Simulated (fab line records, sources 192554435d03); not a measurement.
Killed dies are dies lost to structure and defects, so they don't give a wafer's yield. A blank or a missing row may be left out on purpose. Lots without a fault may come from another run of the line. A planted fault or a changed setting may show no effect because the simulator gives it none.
A struck lot beside a sound one | flow n5_finfet | 18 steps out of a route of 1938
Sound: wafers L516.2, L516.4, L516.5. Struck: wafer L505.5. (L505.4 of the same lot was not struck and is left out.) The cause comes at the end.
At each step with rows: each side's tool, then ch and its chambers, then its first start. Under that, the readings that differ: sound wafers | struck wafers | difference of the means | sigmas: that difference in standard deviations of wafers without a fault.
alike: readings whose means differ by less than 2 such deviations, and words and numbers that are the same on both sides. not compared: withheld readings, readings that some wafer has no value for, bounds like >300 that may hide the same value, and numbers for which the record gives no deviation and whose values overlap.
The two part at a step that has a row with sigmas, a row that says differs or no value, or rows on one side only. Numbers that don't overlap but have no deviation are shown without sigmas and don't part them. A reading that every wafer of one side lacks parts them only if that side has two wafers or more.

first, 3 steps without rows for these wafers: N5_DUMMY_REMOVAL_PRECLEAN_04 (cleans in DHF, time 37 s); N5_DUMMY_REMOVAL_SRD_05 (time 30 s); N5_HKMG_FIN_IL_REGROW_00 (material SiO2, chemistry O3, target thk 0.75 nm, time 30 s).
N5_HKMG_FIN_HK_ALD_01: deposits HfO2, target thk 1.6 nm, pulse time 3 s, purge time 3 s.
  sound on ald_hk-02 ch 0,1,2, day 8 20:17; struck on ald_hk-03 ch 2, day 6 01:05
  reading                    | sound             | struck | difference | sigmas
  precursor_pulse_height_rel | 0.998 1.022 1.005 | 1.075  | +0.067     | +4
N5_HKMG_FIN_HK_ANNEAL_02: time 30 s.
  sound on rtp_anneal-01 ch 0, day 8 20:31; struck on rtp_anneal-02 ch 0, day 6 01:22
  alike: lamp_power_pct, lamp_zone_6_pct, wafer_temp_C_max
N5_HKMG_FIN_ALD_74: deposits La2O3, target thk 0.5 nm, pulse time 6 s, co reactant pulse time 1 s.
  sound on ald_hk-01 ch 0,1,2, day 8 20:43; struck on ald_hk-02 ch 0, day 6 01:29
  alike: heater_power_w, precursor_pulse_height_rel
N5_HKMG_FIN_ALD_75: deposits Al2O3, target thk 1 nm, co reactant pulse time 1 s.
  sound on ald_hk-01 ch 0,1,2, day 8 20:47; struck on ald_hk-02 ch 0, day 6 01:34
  reading                    | sound             | struck | difference | sigmas
  precursor_pulse_height_rel | 0.996 0.992 1.002 | 0.955  | -0.042     | -2
  alike: heater_power_w
then, 5 steps without rows for these wafers: N5_HKMG_FIN_COAT_41 (time 60 s, resist thk 300 nm); N5_HKMG_FIN_COAT_42 (time 60 s, resist thk 35 nm); N5_HKMG_FIN_COAT_43 (resist thk 90 nm); N5_HKMG_FIN_EBR_45; N5_HKMG_FIN_SOFTBAKE_44 (time 60 s).
N5_HKMG_FIN_EXPOSE_46: exposes mask NDIPOLE.
  sound on arfi_scanner-02 ch 0, day 8 22:34; struck on arfi_scanner-03 ch 0, day 6 01:55
  alike: mask
then, 2 steps without rows for these wafers: N5_HKMG_FIN_PEB_47 (peb time 60 s); N5_HKMG_FIN_DEVELOP_48 (develop time 30 s).
N5_HKMG_FIN_CD_MEAS_49: target cd 202 nm.
  sound on cd_sem-02 ch 0, day 8 22:41; struck on cd_sem-03 ch 0, day 6 02:02
  reading    | sound             | struck | difference | sigmas
  cd_nm (nm) | 202.3 203.0 202.1 | 279.5  | +77.0      | +99 or more
N5_HKMG_FIN_OVL_MEAS_50:
  sound on overlay-02 ch 0, day 8 22:43; struck on overlay-02 ch 0, day 6 02:04
  alike: NDIPOLE_OVL
-- the record jumps here: 8 days lie between the struck wafers' starts before and after (it left off in module HKMG_FIN and takes up again in module PASSIVATION, whose first step shown is number 1936 of the route) --
N5_PASSIVATION_PROBE_49:
  the record has rows for the struck wafers here (prober-02, day 14 13:14) and none for the sound ones

WHERE THEY PART
First at N5_HKMG_FIN_HK_ALD_01; last, within this record, at N5_PASSIVATION_PROBE_49.

WHY: what the simulator had put in
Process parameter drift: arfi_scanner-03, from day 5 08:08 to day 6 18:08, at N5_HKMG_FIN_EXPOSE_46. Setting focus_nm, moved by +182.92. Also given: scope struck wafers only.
